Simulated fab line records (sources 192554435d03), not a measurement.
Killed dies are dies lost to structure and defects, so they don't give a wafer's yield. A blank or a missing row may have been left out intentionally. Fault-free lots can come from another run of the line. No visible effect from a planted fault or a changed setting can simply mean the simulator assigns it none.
Chamber matching | flow n5 finfet | N5_GATE_CUT_ETCH_28 on rie diel-04: 4 sister chambers
The step etches underlayer in N2/H2, target depth 13 nm, time 10.4 s. 8 wafers are shown with their chamber, then 10 later ones without.

== WAFERS, EACH WITH ITS CHAMBER ==
wafer  | chamber | showerhead plenum p Torr (Torr) | throttle valve pct (%)
L082.3 | 2       | 2.43                            | 18.06
L085.5 | 0       | 2.54                            | 17.67
L085.6 | 3       | 2.57                            | 17.51
L086.2 | 1       | 2.47                            | 17.47
L086.4 | 0       | 2.54                            | 17.67
L086.5 | 1       | 2.47                            | 17.50
L088.1 | 2       | 2.43                            | 18.05
L088.3 | 3       | 2.56                            | 17.49

== WAFERS WITH NO CHAMBER GIVEN ==
wafer  | showerhead plenum p Torr (Torr) | throttle valve pct (%)
L088.4 | 2.47                            | 17.49
L089.3 | 2.47                            | 17.49
L089.4 | 2.54                            | 17.69
L089.5 | 2.43                            | 18.06
L093.1 | 2.46                            | 17.49
L093.2 | 2.54                            | 17.68
L093.6 | 2.42                            | 18.09
L094.2 | 2.54                            | 17.69
L094.3 | 2.56                            | 17.53
L094.6 | 2.54                            | 17.70

== CHAMBER TAKEN BY EACH ==
wafer  | from the rows above | in truth
L088.4 | 1                   | 1
L089.3 | 1                   | 1
L089.4 | 0                   | 0
L089.5 | 2                   | 2
L093.1 | 1                   | 1
L093.2 | 0                   | 0
L093.6 | 2                   | 2
L094.2 | 0                   | 0
L094.3 | 3                   | 3
L094.6 | 0                   | 0
Correctly placed: 10 of 10. From these rows, 0 cannot be placed. Wrongly placed: 0.
How it was worked out, from the rows above alone: a wafer's distance from a chamber is the root of the sum, over the readings, of the square of ((its reading less the chamber's mean) divided by the reading's scatter). If the next closest chamber is less than 2 further off than the closest, the wafer can't be placed; otherwise it belongs to the closest. The mean given for a chamber averages the wafers shown for that chamber. The scatter: take each reading less its chamber's mean, square it, sum over the shown wafers, divide by the number of wafers less the number of chambers, and take the root.
